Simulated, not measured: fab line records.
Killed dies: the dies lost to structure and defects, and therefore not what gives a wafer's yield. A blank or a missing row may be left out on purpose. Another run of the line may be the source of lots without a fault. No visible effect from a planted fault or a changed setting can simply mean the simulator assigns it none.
Which tool is to blame? | flow nand harc | 36 wafers from 12 lots sampled at 6 of the route's 1159 steps

== WHAT THE GAUGES SHOWED, per wafer ==
NHARC_A_ONON_D1_THK_MEAS_27: measures by ellipsometry.
lot  | measured     | on            | thk nm (nm)
L977 | day 9 01:40  | film metro-01 | 677 679 677
L978 | day 9 01:32  | film metro-02 | 995 995 996
L980 | day 10 02:26 | film metro-01 | 697 696 697
L985 | day 11 03:31 | film metro-01 | 999 1000 999
L986 | day 11 09:18 | film metro-02 | 997 997 996
L990 | day 12 02:29 | film metro-01 | 988 989 990
L991 | day 12 10:08 | film metro-01 | 990 989 990
L992 | day 12 17:34 | film metro-01 | 1008 1008 1008
L994 | day 13 02:22 | film metro-01 | 1009 1011 1011
L993 | day 13 02:22 | film metro-01 | 1001 1001 1003
L995 | day 13 21:06 | film metro-02 | 998 996 998
L996 | day 13 21:11 | film metro-02 | 1000 998 1000

NHARC_A_CHANNEL_HOLE_D1_INSPECT_12.
lot  | measured     | on                | raw defect count
L978 | day 9 06:35  | defect inspect-01 | 2 9 4
L985 | day 11 08:59 | defect inspect-01 | 6 7 9
L986 | day 11 14:43 | defect inspect-01 | 3 3 5
L990 | day 12 06:28 | defect inspect-01 | 4 1 2
L991 | day 12 14:49 | defect inspect-01 | 9 14 7
L992 | day 12 22:01 | defect inspect-01 | 4 9 2
L994 | day 13 06:35 | defect inspect-02 | 4 3 7
L993 | day 13 06:25 | defect inspect-02 | 3 3 5
L995 | day 14 01:52 | defect inspect-01 | 6 4 2
L996 | day 14 02:45 | defect inspect-01 | 7 6 4

NHARC_END_SORT_01.
lot  | measured     | on        | killed at array | killed at other | killed at periphery | killed dies | killed open | killed short
L977 | day 21 00:24 | prober-02 | 673 675 676     | 0 0 0           | 4 2 1               | 677 677 677 | 5 2 2       | 4 2 2
L980 | day 20 19:49 | prober-01 | 674 674 676     | 1 1 1           | 2 2 0               | 677 677 677 | 6 1 4       | 1 7 3

== TOOL THAT RAN EACH LOT (tool first, then ch and the chambers of the sampled wafers, then the start) ==
lot  | NHARC_A_ZERO_WELL_DESCUM_12        | NHARC_A_ONON_D1_DEP_25           | NHARC_A_CHANNEL_HOLE_D1_ETCH_39
L977 | rie diel-11 ch 1,2,3, day 7 13:43  | pecvd onon-04 ch 0, day 9 01:14  | -
L978 | rie diel-12 ch 0,2,3, day 7 15:22  | pecvd onon-03 ch 0, day 9 01:02  | rie diel-04 ch 1,3, no start
L980 | rie diel-06 ch 0,3, day 8 15:36    | pecvd onon-04 ch 0, day 10 02:02 | -
L985 | rie diel-11 ch 0,1,3, day 9 15:43  | pecvd onon-03 ch 0, day 11 03:04 | rie diel-04 ch 0,2,3, no start
L986 | rie diel-11 ch 0,1,3, day 9 17:31  | pecvd onon-02 ch 0, day 11 08:48 | rie diel-05 ch 0,2,3, no start
L990 | rie diel-12 ch 1,2, day 10 16:08   | pecvd onon-02 ch 0, day 12 02:05 | rie diel-13 ch 1,3, no start
L991 | rie diel-12 ch 0,2, day 10 22:32   | pecvd onon-04 ch 0, day 12 09:41 | rie diel-05 ch 1,2, no start
L992 | rie diel-12 ch 1,2,3, day 11 07:42 | pecvd onon-04 ch 0, day 12 17:07 | rie diel-13 ch 0,2,3, no start
L994 | rie diel-12 ch 0,1, day 11 13:04   | pecvd onon-04 ch 0, day 13 01:52 | rie diel-13 ch 0,1, no start
L993 | rie diel-11 ch 1,2, day 11 13:28   | pecvd onon-03 ch 0, day 13 01:51 | rie diel-13 ch 0,2,3, no start
L995 | rie diel-12 ch 0,2,3, day 12 09:44 | pecvd onon-03 ch 0, day 13 20:35 | rie diel-13 ch 0,1,3, no start
L996 | rie diel-11 ch 0,2,3, day 12 10:19 | pecvd onon-04 ch 0, day 13 20:40 | rie diel-04 ch 1,2,3, no start
- NHARC_A_ZERO_WELL_DESCUM_12: chemistry O2, time 3 s.
- NHARC_A_ONON_D1_DEP_25: target thk 1000 nm.
- NHARC_A_CHANNEL_HOLE_D1_ETCH_39: etches the open film in N2/H2, target depth 260 nm, time 325 s.

== WHAT THE TOOLS THEMSELVES READ (means of the sampled wafers that have a number; where no wafer has one, the mark that the record gives instead) ==
NHARC_A_ZERO_WELL_DESCUM_12.
lot  | tool        | drypump motor current A (A) | oes product au (a.u.) | rf vpp V (V) | showerhead plenum p Torr (Torr) | throttle valve pct (%)
L977 | rie diel-11 | 5.7                         | 0.991                 | 57.5         | 1.87                            | 11.323
L978 | rie diel-12 | 6.2                         | 0.999                 | 58.2         | 1.96                            | 11.303
L980 | rie diel-06 | 5.3                         | 0.996                 | 58.0         | 1.99                            | 11.312
L985 | rie diel-11 | 5.6                         | 0.992                 | 57.1         | 1.86                            | 11.306
L986 | rie diel-11 | 5.6                         | 0.996                 | 58.2         | 1.86                            | 11.318
L990 | rie diel-12 | 6.1                         | 0.992                 | 57.7         | 1.86                            | 11.311
L991 | rie diel-12 | 6.0                         | 0.978                 | 57.2         | 1.89                            | 11.307
L992 | rie diel-12 | 6.2                         | 1.004                 | 57.9         | 1.95                            | 11.307
L994 | rie diel-12 | 5.7                         | 0.999                 | 57.6         | 1.81                            | 11.303
L993 | rie diel-11 | 5.6                         | 0.976                 | 57.1         | 1.86                            | 11.309
L995 | rie diel-12 | 6.2                         | 0.995                 | 57.4         | 1.96                            | 11.306
L996 | rie diel-11 | 5.6                         | 0.997                 | 57.2         | 1.84                            | 11.322

NHARC_A_CHANNEL_HOLE_D1_ETCH_39.
lot  | tool        | drypump motor current A (A) | oes product au (a.u.) | rf fwd power W (W) | rf vpp V (V) | showerhead plenum p Torr (Torr) | throttle valve pct (%)
L978 | rie diel-04 | 5.5                         | 1.004                 | 397.2              | 430.2        | 2.07                            | 14.176
L985 | rie diel-04 | 5.5                         | 1.002                 | 399.2              | 429.6        | 2.02                            | 14.172
L986 | rie diel-05 | 5.8                         | 1.001                 | 398.8              | 430.3        | 2.03                            | 14.164
L990 | rie diel-13 | 5.3                         | 1.004                 | 400.5              | 429.3        | 2.01                            | 14.177
L991 | rie diel-05 | 6.0                         | 0.994                 | 399.3              | 429.6        | 2.01                            | 14.174
L992 | rie diel-13 | 5.9                         | 1.001                 | 399.4              | 428.2        | 1.93                            | 14.171
L994 | rie diel-13 | 6.4                         | 1.004                 | 400.4              | 427.8        | 1.96                            | 14.174
L993 | rie diel-13 | 5.8                         | 1.015                 | 398.6              | 427.5        | 1.93                            | 14.174
L995 | rie diel-13 | 5.9                         | 1.014                 | 398.9              | 430.0        | 1.99                            | 14.168
L996 | rie diel-04 | 5.4                         | 0.991                 | 398.5              | 429.6        | 2.03                            | 14.164

== THE ANSWER, worked out from the rows above alone ==
Rule: the lots themselves supply what counts as usual. The widest of any qualifying gaps counts: lots, ordered by their means at a reading, are off when they make up no more than a third of the lots, leave a main group of 4 or more, and stand apart from it by 3 or more times the standard deviation of that group's means. A main group whose means are all the same, to the digits that the tables above print for the reading, isn't used. Also off: a lot with no number at a reading for which 4 or more lots have one. Any other lot the step has rows for is counted as sound. First the gauges in route order, then the tools' own readings, where a lot's mean is used as printed above. At the first step where some lot is off, the reading lying furthest off is the one used; lots without a number count as furthest.
Off: L977, L980 (NHARC_A_ONON_D1_THK_MEAS_27, thk nm). Mean 999 nm and standard deviation 6.5 in the main group.
A tool fits if, at a process step before that reading, it ran every lot that is off, and no sound lot after the first of them. Those tools and the gauges at NHARC_A_ONON_D1_THK_MEAS_27 are tried in the same way. Not one of the candidates tried fits.

== WHAT HAD BEEN PUT IN BY THE SIMULATOR ==
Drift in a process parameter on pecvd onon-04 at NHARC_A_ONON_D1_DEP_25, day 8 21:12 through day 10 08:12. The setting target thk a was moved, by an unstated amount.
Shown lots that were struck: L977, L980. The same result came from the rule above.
